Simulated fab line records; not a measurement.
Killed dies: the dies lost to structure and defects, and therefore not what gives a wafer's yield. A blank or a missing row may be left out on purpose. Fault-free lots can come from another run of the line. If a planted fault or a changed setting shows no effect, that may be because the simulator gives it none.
The tool behind it: which one? -- flow n5 finfet -- 12 lots (36 wafers sampled), 1 step of a 1938-step route

== WHAT THE GAUGES SHOWED, per wafer ==
N5_BEOL_M3_THK_MEAS_53: measures by xrf.
lot,measured,on,M3_THK (nm)
L075,day 7 12:06,film metro-02,41.8 38.1 39.1
L077,day 8 02:25,film metro-01,38.6 38.8 40.3
L079,day 8 10:11,film metro-01,36.8 37.9 41.8
L081,day 9 05:36,film metro-01,39.3 41.7 38.8
L083,day 9 18:19,film metro-01,37.6 40.5 37.8
L085,day 10 02:42,film metro-02,36.9 38.2 37.4
L088,day 10 17:31,film metro-01,40.2 39.9 40.0
L089,day 10 23:45,film metro-01,37.8 39.6 37.4
L091,day 11 10:13,film metro-01,38.6 38.4 38.8
L094,day 12 16:55,film metro-02,36.5 38.5 40.2
L095,day 12 20:03,film metro-02,37.1 41.2 40.0
L097,day 13 06:29,film metro-02,35.6 36.2 38.5

== WHICH TOOL RAN EACH LOT (tool, then ch and the chambers of the sampled wafers, then the start) ==
No process step before these readings appears in the record.

== THE ANSWER, worked out from the rows above alone ==
Rule: the usual values come from the lots themselves. The widest of any qualifying gaps counts: lots, ordered by their means at a reading, are off when they make up no more than a third of the lots, leave a main group of 4 or more, and stand apart from it by 3 or more times the standard deviation of that group's means. If all means in a main group match to the digits the tables above print for the reading, that group is not used. A lot without any number at a reading at which 4 lots or more have one is off too. Where the step has rows for the other lots, those lots are counted as sound.
No lot is off at any reading shown: from this, nothing can be told.

== WHAT HAD BEEN PUT IN BY THE SIMULATOR ==
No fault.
